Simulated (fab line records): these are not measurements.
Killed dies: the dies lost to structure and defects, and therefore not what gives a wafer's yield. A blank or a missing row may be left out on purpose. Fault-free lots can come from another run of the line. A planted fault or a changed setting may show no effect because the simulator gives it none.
fab line records | flow n5-finfet
record: lots: 7 | wafers: 21
route steps=1938 shown BEOL_M11@1546 BEOL_M13@1680 BEOL_M14@1738
start-h: hours from the record's first day to the start of the lot's first wafer shown | wait-h: time in hours since the lot's previous step | " repeats the value in the row above | L1.1+2: a row that stands for several wafers | - value missing, or start not given | * or withheld: withheld | < > ~ a bound
route shown NAME@n: NAME is a module with steps in the file, n the number in the route of the first one | usual: mean/standard deviation of fault-free wafers | same: alike in all rows | chamber/n: place in a boat | sites: per-site readings | _std_site: the standard deviation of these | _edge_site: outer sites' mean less inner sites' | radius-mm: how far each site lies from the wafer's centre | mask NAME#n: copy n | behind: tool/chamber where the wafer was last shaped | hold: reason for holding the lot/hours on hold/outcome of the hold | device: whichever transistor did not switch (one of n, p or np) | end of line: the tests these same wafers got at the end of their route | a step given without rows: its recipe and nothing more | killed: not the wafer's yield, but the dies lost to structure and defects at the first sort | map: dies across one wafer; x = killed, . = not, _ = none there
set.NAME: the run value of the setting; set.NAME@STEP: its run value at that earlier step | model.NAME: the simulator's own value behind a step, which no gauge read
lots run with intentionally changed settings; tables by step, rows by wafer
== steps ==
step: N5_BEOL_M11_EXPOSE_08
recipe: mask-id: M11 | na: 1.35 | source-shape: dipole | sigma-inner: 0.411 | sigma-outer: 0.611 | polarization: te | dose-mj: 53.75
lot.wafer  | tool            | chamber | start-h | wait-h | mask  | set.dose-mj
L078.1+6   | arfi-scanner-02 | 0       | 241.07  | -      | M11#0 | 53.75
L078.3     | "               | 0       | "       | "      | M11#0 | 50.95
L079.1+3   | arfi-scanner-02 | 0       | 261.89  | -      | M11#0 | 53.75
L079.6     | "               | 0       | "       | "      | M11#0 | 55.32
L081.3+5+6 | arfi-scanner-03 | 0       | 279.39  | -      | M11#0 | 53.75
L088.1+3+4 | arfi-scanner-03 | 0       | 326.81  | -      | M11#0 | 53.75
L090.2+5   | arfi-scanner-02 | 0       | 348.41  | -      | M11#0 | 55.18
L090.4     | "               | 0       | "       | "      | M11#0 | 53.75
L092.1+5   | arfi-scanner-02 | 0       | 353.53  | -      | M11#0 | 53.75
L092.3     | "               | 0       | "       | "      | M11#0 | 52.25
L095.1+3+6 | arfi-scanner-01 | 0       | 361.93  | -      | M11#0 | 53.75
step: N5_BEOL_M11_PEB_09
recipe: peb-temp-c: withheld | peb-time-s: 60 | resist: CAR-ArF
step: N5_BEOL_M11_DEVELOP_10
recipe: develop-time-s: 30 | developer: TMAH | resist: CAR-ArF | rinse-liquid: diw | dry: air-spin | dev-temp-c: 23
step: N5_BEOL_M11_CD_MEAS_11
recipe: target-cd-nm: 64.1 | landing-energy-ev: 500 | detector: se-inlens | polarity: opening
usual: cd-nm: 63.9/0.41
lot.wafer | tool      | chamber | start-h | wait-h | set.dose-mj@BEOL_M11_EXPOSE_08 | cd-nm
L078.1    | cd-sem-01 | 0       | 241.20  | -      | 53.75                          | 64.3
L078.3    | "         | 0       | "       | "      | 50.95                          | 61.3
L078.6    | "         | 0       | "       | "      | 53.75                          | 64.1
L079.1    | cd-sem-02 | 0       | 262.02  | -      | 53.75                          | 64.0
L079.3    | "         | 0       | "       | "      | 53.75                          | 64.0
L079.6    | "         | 0       | "       | "      | 55.32                          | 65.1
L081.3    | cd-sem-02 | 0       | 279.50  | -      | 53.75                          | 63.9
L081.5    | "         | 0       | "       | "      | 53.75                          | 63.0
L081.6    | "         | 0       | "       | "      | 53.75                          | 63.7
L088.1    | cd-sem-03 | 0       | 326.94  | -      | 53.75                          | 64.3
L088.3    | "         | 0       | "       | "      | 53.75                          | 64.0
L088.4    | "         | 0       | "       | "      | 53.75                          | 63.3
L090.2    | cd-sem-03 | 0       | 348.53  | -      | 55.18                          | 65.5
L090.4    | "         | 0       | "       | "      | 53.75                          | 63.9
L090.5    | "         | 0       | "       | "      | 55.18                          | 65.8
L092.1    | cd-sem-02 | 0       | 353.66  | -      | 53.75                          | 64.1
L092.3    | "         | 0       | "       | "      | 52.25                          | 63.0
L092.5    | "         | 0       | "       | "      | 53.75                          | 64.2
L095.1    | cd-sem-03 | 0       | 362.05  | -      | 53.75                          | 64.5
L095.3    | "         | 0       | "       | "      | 53.75                          | 63.8
L095.6    | "         | 0       | "       | "      | 53.75                          | 64.5
step: N5_BEOL_M11_DESCUM_16
recipe: chemistry: O2 | time-s: 7.9 | source-power-w: 50 | bias-power-w: 20 | pressure-mtorr: 20 | rf-frequency-hz: 2.712e+07 | temp-c: 40 | resist: CAR-ArF | o2-flow-sccm: 225
step: N5_BEOL_M11_ETCH_61
recipe: chemistry: CF4 | target: SiARC | target-depth-a: 390 | mask-material: CAR-ArF | time-s: 65 | ion-energy-ev: 80 | pressure-mtorr: 40 | source-w: 545 | bias-w: 36 | Ar_flow_sccm: 100 | cf4-flow-sccm: 100 | ends: cleared
lot.wafer | tool        | chamber | start-h | wait-h | set.dose-mj@BEOL_M11_EXPOSE_08 | model.BEOL_M11.cd-offset-nm
L078.1    | rie-diel-03 | 3       | 241.52  | 0.0    | 53.75                          | 0.4
L078.3    | "           | 1       | "       | "      | 50.95                          | -2.4
L078.6    | "           | 2       | "       | "      | 53.75                          | 0.2
L079.1    | rie-diel-04 | 0       | 262.27  | 0.0    | 53.75                          | 0.2
L079.3    | "           | 2       | "       | "      | 53.75                          | 0
L079.6    | "           | 1       | "       | "      | 55.32                          | 1.2
L081.3    | rie-diel-04 | 1       | 279.62  | 0.0    | 53.75                          | -0.2
L081.5    | "           | 1       | "       | "      | 53.75                          | -0.6
L081.6    | "           | 2       | "       | "      | 53.75                          | -0.4
L088.1    | rie-diel-04 | 1       | 327.06  | 0.0    | 53.75                          | 0
L088.3    | "           | 2       | "       | "      | 53.75                          | -0.2
L088.4    | "           | 0       | "       | "      | 53.75                          | -0.6
L090.2    | rie-diel-05 | 2       | 349.26  | 0.0    | 55.18                          | 1.2
L090.4    | "           | 3       | "       | "      | 53.75                          | -0.2
L090.5    | "           | 1       | "       | "      | 55.18                          | 1.6
L092.1    | rie-diel-04 | 2       | 354.33  | 0.0    | 53.75                          | 0.2
L092.3    | "           | 0       | "       | "      | 52.25                          | -1
L092.5    | "           | 1       | "       | "      | 53.75                          | 0
L095.1    | rie-diel-04 | 1       | 362.18  | 0.0    | 53.75                          | 0.4
L095.3+6  | "           | 2       | "       | "      | 53.75                          | 0.2
step: N5_BEOL_M11_ETCH_62
recipe: chemistry: N2/H2 | target: SOC | target-depth-a: 1100 | overetch-a: 220 | mask-material: SiARC | temp-c: 40 | time-s: 165 | ion-energy-ev: 200 | pressure-mtorr: 30 | source-w: 840 | bias-w: 150 | n2-flow-sccm: 200 | h2-flow-sccm: 200
lot.wafer | tool        | chamber | start-h | wait-h | set.dose-mj@BEOL_M11_EXPOSE_08 | model.BEOL_M11.cd-offset-nm
L078.1+6  | rie-diel-03 | 3,2     | 241.57  | 0.0    | 53.75                          | 0.2
L078.3    | "           | 1       | "       | "      | 50.95                          | -2.6
L079.1    | rie-diel-04 | 0       | 262.32  | 0.0    | 53.75                          | 0.2
L079.3    | "           | 2       | "       | "      | 53.75                          | -0.2
L079.6    | "           | 1       | "       | "      | 55.32                          | 1.4
L081.3    | rie-diel-04 | 1       | 279.67  | 0.0    | 53.75                          | 0
L081.5    | "           | 1       | "       | "      | 53.75                          | -0.2
L081.6    | "           | 2       | "       | "      | 53.75                          | -0.4
L088.1    | rie-diel-04 | 1       | 327.11  | 0.0    | 53.75                          | -0.2
L088.3    | "           | 2       | "       | "      | 53.75                          | -0.4
L088.4    | "           | 0       | "       | "      | 53.75                          | -0.8
L090.2    | rie-diel-05 | 2       | 349.31  | 0.0    | 55.18                          | 1.2
L090.4    | "           | 3       | "       | "      | 53.75                          | -0.2
L090.5    | "           | 1       | "       | "      | 55.18                          | 1.6
L092.1    | rie-diel-04 | 2       | 354.38  | 0.0    | 53.75                          | 0
L092.3    | "           | 0       | "       | "      | 52.25                          | -1.2
L092.5    | "           | 1       | "       | "      | 53.75                          | 0.2
L095.1    | rie-diel-04 | 1       | 362.23  | 0.0    | 53.75                          | 0.6
L095.3+6  | "           | 2       | "       | "      | 53.75                          | 0.2
step: N5_BEOL_M11_STRIP_68
recipe: chemistry: N2/H2 | temp-c: 40 | n2-flow-sccm: 200 | h2-flow-sccm: 200 | rf-frequency-hz: 6e+07
step: N5_BEOL_M11_STRIP_67
recipe: chemistry: CF4 | resist: SiARC | power-w: 300 | bias-power-w: 75 | pressure-mtorr: 50 | cf4-flow-sccm: 150 | rf-frequency-hz: 6e+07
step: N5_BEOL_M11_HM_OPEN_17
recipe: chemistry: Cl2/BCl3 | target-depth-a: 200 | overetch-a: 60 | target: TiN | mask-material: SOC | ion-energy-ev: 150 | pressure-mtorr: 10 | icp-w: 1000 | bias-w: 126 | Cl2_flow_sccm: 53.25 | bcl3-flow-sccm: 21.75 | Ar_flow_sccm: 25
lot.wafer | tool         | chamber | start-h | wait-h | set.dose-mj@BEOL_M11_EXPOSE_08 | model.BEOL_M11.cd-offset-nm
L078.1+6  | rie-metal-03 | 1,0     | 241.76  | 0.0    | 53.75                          | 0.2
L078.3    | "            | 0       | "       | "      | 50.95                          | -2.4
L079.1    | rie-metal-03 | 0       | 262.51  | 0.0    | 53.75                          | 0.2
L079.3    | "            | 1       | "       | "      | 53.75                          | -0.2
L079.6    | "            | 1       | "       | "      | 55.32                          | 1.4
L081.3    | rie-metal-03 | 0       | 279.89  | 0.1    | 53.75                          | 0
L081.5    | "            | 1       | "       | "      | 53.75                          | -0.2
L081.6    | "            | 0       | "       | "      | 53.75                          | -0.4
L088.1+3  | rie-metal-02 | 0,1     | 327.30  | 0.0    | 53.75                          | -0.2
L088.4    | "            | 0       | "       | "      | 53.75                          | -0.8
L090.2    | rie-metal-03 | 1       | 349.50  | 0.0    | 55.18                          | 1.2
L090.4    | "            | 0       | "       | "      | 53.75                          | -0.4
L090.5    | "            | 0       | "       | "      | 55.18                          | 1.6
L092.1    | rie-metal-02 | 1       | 354.56  | 0.0    | 53.75                          | 0.2
L092.3    | "            | 0       | "       | "      | 52.25                          | -1.2
L092.5    | "            | 0       | "       | "      | 53.75                          | 0
L095.1    | rie-metal-02 | 0       | 362.42  | 0.0    | 53.75                          | 0.6
L095.3    | "            | 0       | "       | "      | 53.75                          | 0.2
L095.6    | "            | 1       | "       | "      | 53.75                          | 0.4
step: N5_BEOL_M11_STRIP_19
recipe: chemistry: O2 | power-w: 400 | temp-c: 40 | pressure-mtorr: 30 | rf-frequency-hz: 6e+07 | bias-power-w: 0 | overash-fraction: 0.2 | o2-flow-sccm: 225
step: N5_BEOL_M11_CD_MEAS_18
recipe: pitch-nm: 140 | target-cd-nm: 70
usual: cd-nm: 69.9/0.48
lot.wafer | tool      | chamber | start-h | wait-h | set.dose-mj@BEOL_M11_EXPOSE_08 | cd-nm
L078.1    | cd-sem-01 | -       | 241.99  | 0.0    | 53.75                          | 70.1
L078.3    | "         | -       | "       | "      | 50.95                          | 67.7
L078.6    | "         | -       | "       | "      | 53.75                          | 70.4
L079.1    | cd-sem-02 | -       | 262.78  | 0.0    | 53.75                          | 70.6
L079.3    | "         | -       | "       | "      | 53.75                          | 69.5
L079.6    | "         | -       | "       | "      | 55.32                          | 71.5
L081.3    | cd-sem-02 | -       | 280.05  | 0.1    | 53.75                          | 70.3
L081.5    | "         | -       | "       | "      | 53.75                          | 69.4
L081.6    | "         | -       | "       | "      | 53.75                          | 69.8
L088.1    | cd-sem-02 | -       | 327.48  | 0.0    | 53.75                          | 70.0
L088.3    | "         | -       | "       | "      | 53.75                          | 69.7
L088.4    | "         | -       | "       | "      | 53.75                          | 69.5
L090.2    | cd-sem-01 | -       | 349.95  | 0.1    | 55.18                          | 71.2
L090.4    | "         | -       | "       | "      | 53.75                          | 69.7
L090.5    | "         | -       | "       | "      | 55.18                          | 71.5
L092.1    | cd-sem-01 | -       | 354.79  | 0.0    | 53.75                          | 70.3
L092.3    | "         | -       | "       | "      | 52.25                          | 68.7
L092.5    | "         | -       | "       | "      | 53.75                          | 69.7
L095.1    | cd-sem-02 | -       | 362.60  | 0.0    | 53.75                          | 70.1
L095.3    | "         | -       | "       | "      | 53.75                          | 70.2
L095.6    | "         | -       | "       | "      | 53.75                          | 70.5
step: N5_BEOL_M11_COAT_63
recipe: resist: SOC | temp-c: 250 | time-s: 60 | spin-rpm: 1500 | resist-thk-nm: 100
step: N5_BEOL_M11_COAT_64
recipe: resist: SiARC | temp-c: 220 | time-s: 60 | spin-rpm: 1500 | resist-thk-nm: 30
step: N5_BEOL_M11_STRIP_77
recipe: chemistry: N2/H2 | time-s: 10 | power-w: 450 | temp-c: 40 | pressure-mtorr: 20 | rf-frequency-hz: 6e+07 | bias-power-w: 7 | n2-flow-sccm: 200 | h2-flow-sccm: 200
step: N5_BEOL_M11_HM_STRIP_39
recipe: chemistry: peroxide-tin-strip | material: TiN | target-depth-a: 250 | temp-c: 50 | time-s: 158
lot.wafer  | tool         | chamber | start-h | wait-h | set.time-s@BEOL_M11_PECVD_70 | model.SiO2_of_BEOL_M11_PECVD_70.thk-nm
L078.1     | wet-bench-06 | 7       | 243.02  | 0.0    | 22.7                         | 19.6
L078.3     | "            | 2       | "       | "      | 22.7                         | 19.2
L078.6     | "            | 5       | "       | "      | 25.44                        | 22.2
L079.1     | wet-bench-06 | 3       | 265.62  | 0.0    | 22.7                         | 20
L079.3     | "            | 4       | "       | "      | 23.87                        | 21
L079.6     | "            | 0       | "       | "      | 23.87                        | 21.4
L081.3     | wet-bench-03 | 0       | 282.58  | 0.0    | 22.7                         | 19.6
L081.5     | "            | 6       | "       | "      | 22.7                         | 20.2
L081.6     | "            | 7       | "       | "      | 22.7                         | 20
L088.1+3+4 | wet-bench-03 | 7,6,1   | 328.68  | 0.0    | 22.7                         | 19.6
L090.2     | wet-bench-03 | 7       | 354.90  | 0.0    | 22.7                         | 19.8
L090.4     | "            | 0       | "       | "      | 22.7                         | 20
L090.5     | "            | 5       | "       | "      | 22.7                         | 20.2
L092.1     | wet-bench-06 | 3       | 357.19  | 0.0    | 20.54                        | 17.8
L092.3     | "            | 7       | "       | "      | 20.54                        | 18
L092.5     | "            | 6       | "       | "      | 22.7                         | 19.8
L095.1     | wet-bench-06 | 7       | 364.60  | 0.0    | 24.36                        | 21.2
L095.3     | "            | 0       | "       | "      | 24.36                        | 21
L095.6     | "            | 6       | "       | "      | 22.7                         | 20.4
step: N5_BEOL_M11_SRD_40
recipe: time-s: 30 | temp-c: 23 | rinse-liquid: diw | dry: ipa-marangoni
step: N5_BEOL_M11_PRECLEAN_42
recipe: chemistry: residue-remover | time-s: 60 | temp-c: 40
step: N5_BEOL_M11_SRD_43
recipe: time-s: 30 | temp-c: 23 | rinse-liquid: diw | dry: ipa-marangoni
step: N5_BEOL_M11_CD_MEAS_35
recipe: target-cd-nm: 70 | polarity: opening
usual: cd-nm: 69.9/0.47
lot.wafer | tool      | chamber | start-h | wait-h | set.dose-mj@BEOL_M11_EXPOSE_08 | cd-nm
L078.1    | cd-sem-03 | -       | 243.16  | 0.0    | 53.75                          | 70.6
L078.3    | "         | -       | "       | "      | 50.95                          | 67.2
L078.6    | "         | -       | "       | "      | 53.75                          | 70.6
L079.1    | cd-sem-02 | -       | 265.74  | 0.0    | 53.75                          | 70.3
L079.3    | "         | -       | "       | "      | 53.75                          | 69.7
L079.6    | "         | -       | "       | "      | 55.32                          | 71.4
L081.3    | cd-sem-01 | -       | 282.70  | 0.0    | 53.75                          | 70.1
L081.5    | "         | -       | "       | "      | 53.75                          | 69.9
L081.6    | "         | -       | "       | "      | 53.75                          | 69.2
L088.1    | cd-sem-03 | -       | 328.80  | 0.0    | 53.75                          | 69.7
L088.3    | "         | -       | "       | "      | 53.75                          | 69.8
L088.4    | "         | -       | "       | "      | 53.75                          | 69.3
L090.2    | cd-sem-03 | -       | 355.02  | 0.0    | 55.18                          | 70.9
L090.4    | "         | -       | "       | "      | 53.75                          | 69.7
L090.5    | "         | -       | "       | "      | 55.18                          | 71.8
L092.1    | cd-sem-02 | -       | 357.32  | 0.0    | 53.75                          | 70.2
L092.3    | "         | -       | "       | "      | 52.25                          | 68.8
L092.5    | "         | -       | "       | "      | 53.75                          | 70.2
L095.1    | cd-sem-02 | -       | 364.72  | 0.0    | 53.75                          | 70.8
L095.3    | "         | -       | "       | "      | 53.75                          | 70.3
L095.6    | "         | -       | "       | "      | 53.75                          | 70.3
step: N5_BEOL_M13_COAT_65
recipe: resist: SOC | temp-c: 250 | time-s: 60 | spin-rpm: 1500 | resist-thk-nm: 350
lot.wafer | tool           | chamber | start-h | wait-h | set.spin-rpm | model.SOC_of_BEOL_M13_COAT_65.thk-nm
L078.1    | litho-track-05 | 0       | 252.31  | 0.0    | 1666         | 332.8
L078.3    | "              | 0       | "       | "      | 1666         | 332.6
L078.6    | "              | 0       | "       | "      | 1666         | 332.4
L079.1    | litho-track-05 | 0       | 278.26  | 0.0    | 1500         | 349.6
L079.3    | "              | 0       | "       | "      | 1500         | 350
L079.6    | "              | 0       | "       | "      | 1500         | 349.2
L081.3    | litho-track-04 | 0       | 290.73  | 0.0    | 1500         | 349.8
L081.5    | "              | 0       | "       | "      | 1430         | 358.4
L081.6    | "              | 0       | "       | "      | 1430         | 360
L088.1    | litho-track-04 | 0       | 337.50  | 0.0    | 1500         | 348.2
L088.3    | "              | 0       | "       | "      | 1500         | 349
L088.4    | "              | 0       | "       | "      | 1500         | 348
L090.2    | litho-track-05 | 0       | 367.06  | 0.0    | 1556         | 342.8
L090.4+5  | "              | 0       | "       | "      | 1500         | 349.8
L092.1    | litho-track-05 | 0       | 367.94  | 0.0    | 1500         | 350.6
L092.3    | "              | 0       | "       | "      | 1500         | 350
L092.5    | "              | 0       | "       | "      | 1500         | 349.6
L095.1+6  | litho-track-04 | 0       | 373.75  | 0.0    | 1500         | 349
L095.3    | "              | 0       | "       | "      | 1386         | 363.4
step: N5_BEOL_M14_COAT_66
recipe: resist: SiARC | temp-c: 220 | time-s: 60 | spin-rpm: 1500 | resist-thk-nm: 110
lot.wafer | tool           | chamber | start-h | wait-h | set.spin-rpm | model.SiARC_of_BEOL_M14_COAT_66.thk-nm
L078.1    | litho-track-01 | 0       | -       | -      | 1500         | 109.6
L078.3    | "              | 0       | "       | "      | 1457         | 111.4
L078.6    | "              | 0       | "       | "      | 1457         | 111.6
L079.1    | litho-track-03 | 0       | -       | -      | 1441         | 112.8
L079.3    | "              | 0       | "       | "      | 1500         | 110.6
L079.6    | "              | 0       | "       | "      | 1441         | 112.4
L081.3    | litho-track-03 | 0       | -       | -      | 1611         | 106.4
L081.5+6  | "              | 0       | "       | "      | 1500         | 110.4
L088.1    | litho-track-05 | 0       | -       | -      | 1500         | 109.4
L088.3    | "              | 0       | "       | "      | 1500         | 109.8
L088.4    | "              | 0       | "       | "      | 1500         | 109.6
L090.2    | litho-track-05 | 0       | -       | -      | 1342         | 115.6
L090.4    | "              | 0       | "       | "      | 1342         | 115.8
L090.5    | "              | 0       | "       | "      | 1342         | 115.4
L092.1+3  | litho-track-01 | 0       | -       | -      | 1500         | 110.4
L092.5    | "              | 0       | "       | "      | 1500         | 110.8
L095.1    | litho-track-03 | 0       | -       | -      | 1427         | 112.6
L095.3    | "              | 0       | "       | "      | 1427         | 113
L095.6    | "              | 0       | "       | "      | 1427         | 112.8
step: N5_BEOL_M14_DESCUM_33
recipe: chemistry: O2 | time-s: 7.9 | source-power-w: 50 | bias-power-w: 20 | pressure-mtorr: 20 | rf-frequency-hz: 2.712e+07 | temp-c: 40 | o2-flow-sccm: 225
lot.wafer  | tool        | chamber | start-h | wait-h | set.time-s
L078.1+3   | rie-diel-01 | 3,2     | 261.14  | 0.0    | 7.9
L078.6     | "           | 1       | "       | "      | 9.526
L079.1+3   | rie-diel-02 | 0,3     | 283.37  | 0.2    | 8.991
L079.6     | "           | 2       | "       | "      | 7.9
L081.3+5   | rie-diel-02 | 0,2     | 297.71  | 0.2    | 7.9
L081.6     | "           | 1       | "       | "      | 8.408
L088.1+3+4 | rie-diel-01 | 0,2,3   | 343.28  | 0.1    | 7.9
L090.2+4   | rie-diel-02 | 3       | 372.39  | 0.0    | 7.9
L090.5     | "           | 1       | "       | "      | 6.218
L092.1+3   | rie-diel-02 | 2,1     | 373.13  | 0.0    | 9.58
L092.5     | "           | 3       | "       | "      | 7.9
L095.1     | rie-diel-06 | 0       | 379.08  | 0.3    | 7.9
L095.3+6   | "           | 3,2     | "       | "      | 8.98
step: N5_BEOL_M14_ETCH_67
recipe: chemistry: CF4 | target: SiARC | target-depth-a: 1430 | time-s: 238.3 | ion-energy-ev: 80 | pressure-mtorr: 40 | source-w: 545 | bias-w: 36 | Ar_flow_sccm: 100 | cf4-flow-sccm: 100 | ends: cleared
lot.wafer | tool        | chamber | start-h | wait-h | set.spin-rpm@BEOL_M14_COAT_66 | model.etch.depth-nm
L078.1    | rie-diel-01 | 3       | 261.17  | 0.0    | 1500                          | 109.6
L078.3    | "           | 2       | "       | "      | 1457                          | 111.4
L078.6    | "           | 1       | "       | "      | 1457                          | 111.6
L079.1    | rie-diel-02 | 0       | 283.41  | 0.0    | 1441                          | 112.8
L079.3    | "           | 3       | "       | "      | 1500                          | 110.5
L079.6    | "           | 2       | "       | "      | 1441                          | 112.4
L081.3    | rie-diel-02 | 0       | 297.74  | 0.0    | 1611                          | 106.4
L081.5    | "           | 2       | "       | "      | 1500                          | 110.4
L081.6    | "           | 1       | "       | "      | 1500                          | 110.5
L088.1    | rie-diel-01 | 0       | 343.32  | 0.0    | 1500                          | 109.5
L088.3    | "           | 2       | "       | "      | 1500                          | 109.8
L088.4    | "           | 3       | "       | "      | 1500                          | 109.6
L090.2    | rie-diel-02 | 3       | 372.42  | 0.0    | 1342                          | 115.6
L090.4    | "           | 3       | "       | "      | 1342                          | 115.7
L090.5    | "           | 1       | "       | "      | 1342                          | 115.3
L092.1    | rie-diel-02 | 2       | 373.16  | 0.0    | 1500                          | 110.5
L092.3    | "           | 1       | "       | "      | 1500                          | 110.4
L092.5    | "           | 3       | "       | "      | 1500                          | 110.8
L095.1    | rie-diel-06 | 0       | 379.11  | 0.0    | 1427                          | 112.6
L095.3    | "           | 3       | "       | "      | 1427                          | 113
L095.6    | "           | 2       | "       | "      | 1427                          | 112.8
step: N5_BEOL_M14_ETCH_68
recipe: chemistry: N2/H2 | target: SOC | mask-material: SiARC | source-w: 3000 | bias-w: 350 | temp-c: 40 | time-s: 450 | ion-energy-ev: 200 | pressure-mtorr: 30 | n2-flow-sccm: 200 | h2-flow-sccm: 200
lot.wafer | tool        | chamber | start-h | wait-h | set.spin-rpm@BEOL_M14_COAT_66 | model.SiARC_of_BEOL_M14_COAT_66.thk-nm
L078.1    | rie-diel-01 | 3       | 261.32  | 0.1    | 1500                          | 65.2
L078.3    | "           | 2       | "       | "      | 1457                          | 67.4
L078.6    | "           | 1       | "       | "      | 1457                          | 67.2
L079.1    | rie-diel-02 | 0       | 283.56  | 0.1    | 1441                          | 68.2
L079.3    | "           | 3       | "       | "      | 1500                          | 65.8
L079.6    | "           | 2       | "       | "      | 1441                          | 66.6
L081.3    | rie-diel-02 | 0       | 297.89  | 0.1    | 1611                          | 61.4
L081.5    | "           | 2       | "       | "      | 1500                          | 64.4
L081.6    | "           | 1       | "       | "      | 1500                          | 65.2
L088.1    | rie-diel-01 | 0       | 343.46  | 0.1    | 1500                          | 64.2
L088.3    | "           | 2       | "       | "      | 1500                          | 65.8
L088.4    | "           | 3       | "       | "      | 1500                          | 65.2
L090.2    | rie-diel-02 | 3       | 372.57  | 0.1    | 1342                          | 70.2
L090.4    | "           | 3       | "       | "      | 1342                          | 70.4
L090.5    | "           | 1       | "       | "      | 1342                          | 70.6
L092.1    | rie-diel-02 | 2       | 373.31  | 0.1    | 1500                          | 64.6
L092.3+5  | "           | 1,3     | "       | "      | 1500                          | 65.2
L095.1+3  | rie-diel-06 | 0,3     | 379.26  | 0.1    | 1427                          | 68.2
L095.6    | "           | 2       | "       | "      | 1427                          | 67.4
step: N5_BEOL_M14_DEP_53
recipe: material: SiCN | target-thk-a: 500 | temp-c: withheld | precursor: 3MS/NH3 | pressure-torr: 3 | rf-w: 675 | time-s: 17.8
lot.wafer | tool     | chamber | start-h | wait-h | set.time-s | model.SiCN_of_BEOL_M14_DEP_53.thk-nm
L078.1    | pecvd-03 | 2       | 267.53  | 0.0    | 17.8       | 50
L078.3    | "        | 0       | "       | "      | 17.8       | 49.6
L078.6    | "        | 1       | "       | "      | 17.8       | 50.2
L079.1    | pecvd-03 | 2       | 286.00  | 0.0    | 17.8       | 50
L079.3    | "        | 0       | "       | "      | 19.36      | 54
L079.6    | "        | 1       | "       | "      | 19.36      | 54.6
L081.3    | pecvd-02 | 1       | 303.77  | 0.0    | 16.63      | 47.2
L081.5    | "        | 2       | "       | "      | 17.8       | 50.2
L081.6    | "        | 1       | "       | "      | 17.8       | 50.8
L088.1+3  | pecvd-01 | 2,0     | 347.03  | 0.0    | 17.8       | 50.4
L088.4    | "        | 0       | "       | "      | 17.8       | 50.6
L090.2    | pecvd-02 | 1       | 375.62  | 0.0    | 17.8       | 49.4
L090.4    | "        | 1       | "       | "      | 15.9       | 44.8
L090.5    | "        | 2       | "       | "      | 15.9       | 44.6
L092.1+3  | pecvd-03 | 2,0     | 377.57  | 0.0    | 17.8       | 48.6
L092.5    | "        | 0       | "       | "      | 17.8       | 49.6
L095.1    | pecvd-02 | 0       | 382.38  | 0.0    | 17.8       | 49.8
L095.3    | "        | 1       | "       | "      | 18.84      | 52.4
L095.6    | "        | 0       | "       | "      | 18.84      | 52.6
== key ==
split: step: N5_BEOL_M11_EXPOSE_08 | setting: dose-mj | stated: 53.75 | by: wafer
response: step: N5_BEOL_M11_CD_MEAS_11 | reading: cd-nm | change: +0.52 | per: 1% | r: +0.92
response: step: N5_BEOL_M11_ETCH_61 | reading: model.BEOL_M11.cd-offset-nm | change: +0.487 | per: 1% | r: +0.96
response: step: N5_BEOL_M11_ETCH_62 | reading: model.BEOL_M11.cd-offset-nm | change: +0.526 | per: 1% | r: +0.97
response: step: N5_BEOL_M11_HM_OPEN_17 | reading: model.BEOL_M11.cd-offset-nm | change: +0.515 | per: 1% | r: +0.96
response: step: N5_BEOL_M11_CD_MEAS_18 | reading: cd-nm | change: +0.503 | per: 1% | r: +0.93
response: step: N5_BEOL_M11_CD_MEAS_35 | reading: cd-nm | change: +0.588 | per: 1% | r: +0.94
split: step: N5_BEOL_M13_COAT_65 | setting: spin-rpm | stated: 1500 | by: wafer
response: step: N5_BEOL_M13_COAT_65 | reading: model.SOC_of_BEOL_M13_COAT_65.thk-nm | change: -1.92 | per: 1% | r: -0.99
split: step: N5_BEOL_M14_COAT_66 | setting: spin-rpm | stated: 1500 | by: wafer
response: step: N5_BEOL_M14_COAT_66 | reading: model.SiARC_of_BEOL_M14_COAT_66.thk-nm | change: -0.547 | per: 1% | r: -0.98
response: step: N5_BEOL_M14_ETCH_67 | reading: model.etch.depth-nm | change: -0.559 | per: 1% | r: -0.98
response: step: N5_BEOL_M14_ETCH_68 | reading: model.SiARC_of_BEOL_M14_COAT_66.thk-nm | change: -0.478 | per: 1% | r: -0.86
split: step: N5_BEOL_M14_DESCUM_33 | setting: time-s | stated: 7.9 | by: wafer
response none clear
split: step: N5_BEOL_M14_DEP_53 | setting: time-s | stated: 17.8 | by: wafer
response: step: N5_BEOL_M14_DEP_53 | reading: model.SiCN_of_BEOL_M14_DEP_53.thk-nm | change: +0.467 | per: 1% | r: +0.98
split outside-this-file step=N5_BEOL_M11_PECVD_70 setting=time-s
split outside-this-file: this setting was split too, and the file shows its column; the key of that split is in another file
